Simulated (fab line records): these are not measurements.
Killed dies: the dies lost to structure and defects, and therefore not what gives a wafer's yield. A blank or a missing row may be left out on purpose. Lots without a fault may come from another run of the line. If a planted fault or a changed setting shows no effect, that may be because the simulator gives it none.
Matching of chambers | flow n5 finfet | N5_BEOL_M2_ETCH_69 on rie diel-03: 4 sister chambers
The step etches SiARC in CF4, target depth 15.6 nm, time 26 s. 4 wafers are shown with their chamber, then 9 later ones without.

== WAFERS WITH THEIR CHAMBER ==
wafer  | chamber | showerhead plenum p Torr (Torr)
L088.3 | 1       | 2.14
L088.4 | 0       | 2.18
L090.4 | 3       | 2.27
L090.5 | 2       | 2.06

== WAFERS MISSING THEIR CHAMBER ==
wafer  | showerhead plenum p Torr (Torr)
L093.1 | 2.06
L093.2 | 2.18
L093.3 | 2.13
L095.1 | 2.06
L095.2 | 2.26
L095.3 | 2.13
L097.1 | 2.05
L097.3 | 2.26
L097.6 | 2.13

== CHAMBER TAKEN BY EACH ==
wafer  | from the rows above | in truth
L093.1 | 2                   | 2
L093.2 | 0                   | 0
L093.3 | 1                   | 1
L095.1 | 2                   | 2
L095.2 | 3                   | 3
L095.3 | 1                   | 1
L097.1 | 2                   | 2
L097.3 | 3                   | 3
L097.6 | 1                   | 1
Placed correctly: 9 of 9. Not placeable from these rows: 0. Placed wrongly: 0.
How it was worked out, from the rows above alone: a wafer's distance from a chamber is the root of the sum, over the readings, of the square of ((its reading less the chamber's mean) divided by the reading's scatter). The wafer belongs to the nearest chamber; if the next one is less than 2 further off, it can't be placed. For every chamber, the mean is computed from those of its wafers that are shown. The scatter: root of mean squared gap, hidden wafer to nearest shown wafer, with one shown wafer a chamber.
